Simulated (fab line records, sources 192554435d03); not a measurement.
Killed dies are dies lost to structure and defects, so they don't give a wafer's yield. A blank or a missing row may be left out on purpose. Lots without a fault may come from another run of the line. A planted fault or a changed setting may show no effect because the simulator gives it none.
Chamber matching | flow n5_finfet | N5_FIN_SAQP_ETCH_65 on rie_si-04: 4 sister chambers
The step etches SiO2 in CF4, target depth 4 nm, time 4.4 s. 14 wafers are shown with their chamber, then 7 later ones without.

WAFERS WITH THEIR CHAMBER
wafer  | chamber | throttle_valve_pct (%) | drypump_motor_current_A (A) | oes_product_au (a.u.)
L075.2 | 0       | 21.50                  | 5.8                         | 0.997
L075.3 | 1       | 21.79                  | 6.1                         | 0.988
L075.4 | 2       | 21.52                  | 6.6                         | 1.002
L078.1 | 0       | 21.50                  | 5.8                         | 0.997
L078.3 | 2       | 21.52                  | 6.7                         | 1.000
L078.5 | 2       | 21.52                  | 6.7                         | 1.019
L080.3 | 1       | 21.79                  | 6.1                         | 0.978
L080.5 | 1       | 21.79                  | 6.1                         | 0.976
L080.6 | 0       | 21.49                  | 5.8                         | 1.000
L087.2 | 0       | 21.50                  | 5.8                         | 0.990
L087.3 | 3       | 21.34                  | 6.1                         | 1.005
L087.5 | 1       | 21.77                  | 6.1                         | 0.976
L090.1 | 2       | 21.51                  | 6.6                         | 0.994
L090.4 | 1       | 21.79                  | 6.1                         | 0.982

SIGNATURES (means of the wafers above)
reading                 | chamber 0 | chamber 1 | chamber 2 | chamber 3 | scatter within a chamber
throttle_valve_pct      | 21.4975   | 21.7860   | 21.5175   | 21.3400   | 0.00686
drypump_motor_current_A | 5.800     | 6.100     | 6.650     | 6.100     | 0.0316
oes_product_au          | 0.99600   | 0.98000   | 1.00375   | 1.00500   | 0.00709
Rule: a wafer's distance from a chamber is the root of the sum, over the readings, of the square of ((its reading less the chamber's mean) divided by the reading's scatter). The wafer belongs to the nearest chamber; if the next one is less than 2 further off, it can't be placed. The scatter: the root of (the sum of the squares of (reading less its chamber's mean) over the shown wafers, divided by (wafers less chambers)).

WAFERS WITHOUT THEIR CHAMBER
wafer  | throttle_valve_pct (%) | drypump_motor_current_A (A) | oes_product_au (a.u.)
L090.5 | 21.52                  | 6.7                         | 0.996
L092.1 | 21.51                  | 6.6                         | 0.990
L092.2 | 21.34                  | 6.1                         | 1.006
L092.5 | 21.34                  | 6.1                         | 1.012
L096.1 | 21.50                  | 5.9                         | 1.001
L096.2 | 21.36                  | 6.2                         | 1.006
L096.3 | 21.80                  | 6.1                         | 0.987

WHICH CHAMBER EACH WENT THROUGH
wafer  | from the rows above | in truth
L090.5 | 2                   | 2
L092.1 | 2                   | 2
L092.2 | 3                   | 3
L092.5 | 3                   | 3
L096.1 | 0                   | 0
L096.2 | 3                   | 3
L096.3 | 1                   | 1
Placed correctly: 7 of 7. Can't be placed from these rows: 0. Placed wrongly: 0.
